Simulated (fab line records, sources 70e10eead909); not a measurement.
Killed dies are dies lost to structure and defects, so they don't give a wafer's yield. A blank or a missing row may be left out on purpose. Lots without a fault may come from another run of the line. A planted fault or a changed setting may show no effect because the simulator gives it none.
Which tool did it? | flow nand_harc | 13 lots, 39 wafers sampled, at 5 steps of a route of 1159

WHAT THE GAUGES READ, wafer by wafer
NHARC_A_SGD_CUT_CD_MEAS_09: target cd 100 nm.
lot  | measured     | on        | cd_nm (nm)
L818 | day 14 00:46 | cd_sem-01 | 100.2 100.4 100.4
L825 | day 15 03:36 | cd_sem-01 | 100.0 99.8 100.1
L827 | day 15 22:14 | cd_sem-03 | 99.8 99.5 99.9
L831 | day 16 19:38 | cd_sem-03 | 99.6 99.9 100.7
L828 | day 16 21:06 | cd_sem-03 | 99.7 99.9 100.2
L832 | day 17 22:05 | cd_sem-03 | 100.6 100.5 100.0
L836 | day 18 05:28 | cd_sem-03 | 100.4 100.5 100.4
L834 | day 18 07:00 | cd_sem-02 | 99.4 100.4 99.7
L835 | day 18 08:33 | cd_sem-03 | 100.0 100.0 99.3
L838 | day 19 00:06 | cd_sem-02 | 99.5 100.1 99.6
L840 | day 19 12:55 | cd_sem-01 | 99.0 100.9 100.0
L839 | day 19 12:58 | cd_sem-03 | 100.1 100.5 100.1
L841 | day 19 19:37 | cd_sem-02 | 100.6 100.2 100.2

NHARC_A_SGD_CUT_OVL_MEAS_10.
lot  | measured     | on         | overlay_x_nm (nm) | overlay_y_nm (nm)
L818 | day 14 00:51 | overlay-02 | -0.5 0.2 -0.7     | -0.8 -0.6 -0.2
L825 | day 15 03:41 | overlay-02 | 2.2 2.0 1.8       | 1.0 0.6 1.0
L827 | day 15 22:20 | overlay-01 | 0.2 0.0 0.4       | -0.2 0.2 0.3
L831 | day 16 19:43 | overlay-02 | -2.2 -2.0 -2.2    | -0.5 -0.7 -0.7
L828 | day 16 21:11 | overlay-02 | 0.8 1.0 0.3       | 0.2 0.1 0.0
L832 | day 17 22:10 | overlay-01 | -0.7 -0.6 -0.8    | -0.6 -1.1 -1.3
L836 | day 18 05:34 | overlay-02 | 1.0 0.2 0.6       | -1.0 -0.8 -1.2
L834 | day 18 07:05 | overlay-02 | 0.4 1.0 0.7       | -1.3 -2.0 -1.3
L835 | day 18 08:38 | overlay-01 | -0.2 0.0 -0.2     | -0.7 -1.1 -0.6
L838 | day 19 00:11 | overlay-01 | -1.2 -1.0 -1.2    | 0.6 0.8 1.1
L840 | day 19 13:00 | overlay-01 | -1.9 -1.5 -1.7    | -0.3 -0.7 -0.5
L839 | day 19 13:04 | overlay-02 | -2.1 -1.6 -1.6    | -1.0 -1.3 -0.7
L841 | day 19 19:43 | overlay-01 | 0.3 1.0 0.5       | -1.0 -1.5 -1.0

NHARC_END_SORT_01.
lot  | measured     | on        | killed_at_array | killed_at_other | killed_at_periphery | killed_dies | killed_open | killed_short
L834 | day 23 22:07 | prober-01 | 30 30 28        | 0 1 0           | 0 0 2               | 30 31 30    | 3 4 2       | 3 2 2

WHICH TOOL RAN EACH LOT (tool, then ch and the chambers of the sampled wafers, then the start)
lot  | NHARC_A_SLIT_SOFTBAKE_04          | NHARC_A_SLIT_ETCH_29
L818 | litho_track-01 ch 0, day 14 08:00 | rie_diel-05 ch 0,2,3, day 14 13:49
L825 | litho_track-06 ch 0, day 15 16:00 | rie_diel-05 ch 0,1, day 15 19:28
L827 | litho_track-06 ch 0, day 16 11:00 | rie_diel-05 ch 0,2,3, day 16 19:31
L831 | litho_track-04 ch 0, day 17 04:00 | rie_diel-05 ch 1,2, day 17 09:43
L828 | litho_track-06 ch 0, day 17 04:00 | rie_diel-08 ch 0,1,3, day 17 09:26
L832 | litho_track-01 ch 0, day 18 09:00 | rie_diel-05 ch 0,3, day 18 12:52
L836 | litho_track-01 ch 0, day 18 16:00 | rie_diel-08 ch 0,2,3, day 18 20:22
L834 | litho_track-04 ch 0, day 18 15:00 | rie_diel-12 ch 0,1,2, day 18 18:53
L835 | litho_track-04 ch 0, day 18 18:00 | rie_diel-08 ch 0,1,3, day 18 22:01
L838 | litho_track-04 ch 0, day 19 09:00 | rie_diel-12 ch 0,1,3, day 19 12:49
L840 | litho_track-06 ch 0, day 19 23:00 | rie_diel-12 ch 1,2, day 20 02:58
L839 | litho_track-01 ch 0, day 19 23:00 | rie_diel-05 ch 0,1,3, day 20 02:47
L841 | litho_track-04 ch 0, day 20 05:00 | rie_diel-08 ch 0,1,3, day 20 09:27
- NHARC_A_SLIT_SOFTBAKE_04: time 55 s.
- NHARC_A_SLIT_ETCH_29: etches the open film in CF4/O2, target depth 100 nm, overetch 10 nm, time 55 s.

WHAT THE TOOLS THEMSELVES READ (means of the sampled wafers that have a number; where no wafer has one, the mark that the record gives instead)
NHARC_A_SLIT_SOFTBAKE_04.
lot  | tool           | heater_power_total_W (W) | resist_line_temp_C (C)
L818 | litho_track-01 | 188.47                   | 23.05
L825 | litho_track-06 | 188.51                   | 23.12
L827 | litho_track-06 | 195.68                   | 23.04
L831 | litho_track-04 | 188.41                   | 23.01
L828 | litho_track-06 | 195.59                   | 23.05
L832 | litho_track-01 | 188.36                   | 22.97
L836 | litho_track-01 | 188.39                   | 23.02
L834 | litho_track-04 | 188.48                   | 22.96
L835 | litho_track-04 | 188.34                   | 22.97
L838 | litho_track-04 | 188.59                   | 23.02
L840 | litho_track-06 | 188.53                   | 23.21
L839 | litho_track-01 | 188.46                   | 23.10
L841 | litho_track-04 | 188.35                   | 22.93

NHARC_A_SLIT_ETCH_29.
lot  | tool        | drypump_motor_current_A (A) | oes_product_au (a.u.) | rf_vpp_V (V) | showerhead_plenum_p_Torr (Torr) | throttle_valve_pct (%)
L818 | rie_diel-05 | 5.4                         | 0.997                 | 198.5        | 1.36                            | 13.390
L825 | rie_diel-05 | 6.1                         | 0.997                 | 198.7        | 1.37                            | 13.392
L827 | rie_diel-05 | 5.4                         | 0.988                 | 198.0        | 1.36                            | 13.406
L831 | rie_diel-05 | 5.5                         | 0.992                 | 198.1        | 1.32                            | 13.395
L828 | rie_diel-08 | 5.7                         | 1.001                 | 197.2        | 1.28                            | 13.396
L832 | rie_diel-05 | 5.7                         | 0.993                 | 199.3        | 1.38                            | 13.400
L836 | rie_diel-08 | 5.5                         | 1.000                 | 197.1        | 1.29                            | 13.401
L834 | rie_diel-12 | 6.1                         | 0.993                 | 199.2        | 1.36                            | 13.397
L835 | rie_diel-08 | 5.7                         | 1.007                 | 196.9        | 1.28                            | 13.398
L838 | rie_diel-12 | 6.2                         | 0.998                 | 197.6        | 1.34                            | 13.406
L840 | rie_diel-12 | 6.0                         | 0.995                 | 199.2        | 1.38                            | 13.382
L839 | rie_diel-05 | 5.9                         | 1.000                 | 198.2        | 1.38                            | 13.400
L841 | rie_diel-08 | 5.7                         | 0.995                 | 197.2        | 1.28                            | 13.398

THE ANSWER, worked out from the rows above alone
Rule: what is usual is taken from the lots themselves. Put in order of their means at a reading, lots are off if they are a third of the lots or fewer, leave a main group of 4 or more, and stand apart from it by a gap of 3 or more times the standard deviation of the main group's means; of several such gaps the widest counts. A main group whose means are all the same, to the digits that the tables above print for the reading, isn't used. A lot without any number at a reading at which 4 lots or more have one is off too. The other lots that the step has rows for count as sound. The gauges are gone through in route order, then the tools' own readings, and for those a lot's mean is taken as printed above. The first step at which some lot is off is used, and at that step the reading that is off furthest; a lot without a number counts as furthest.
Off: L827, L828, at NHARC_A_SLIT_SOFTBAKE_04 (heater_power_total_W). The main group: mean 188.44 W, standard deviation 0.078.
A tool fits if, at that step or a process step before it, it ran every lot that is off, and no sound lot after the first of them. None of those tried fits.

WHAT THE SIMULATOR HAD PUT IN
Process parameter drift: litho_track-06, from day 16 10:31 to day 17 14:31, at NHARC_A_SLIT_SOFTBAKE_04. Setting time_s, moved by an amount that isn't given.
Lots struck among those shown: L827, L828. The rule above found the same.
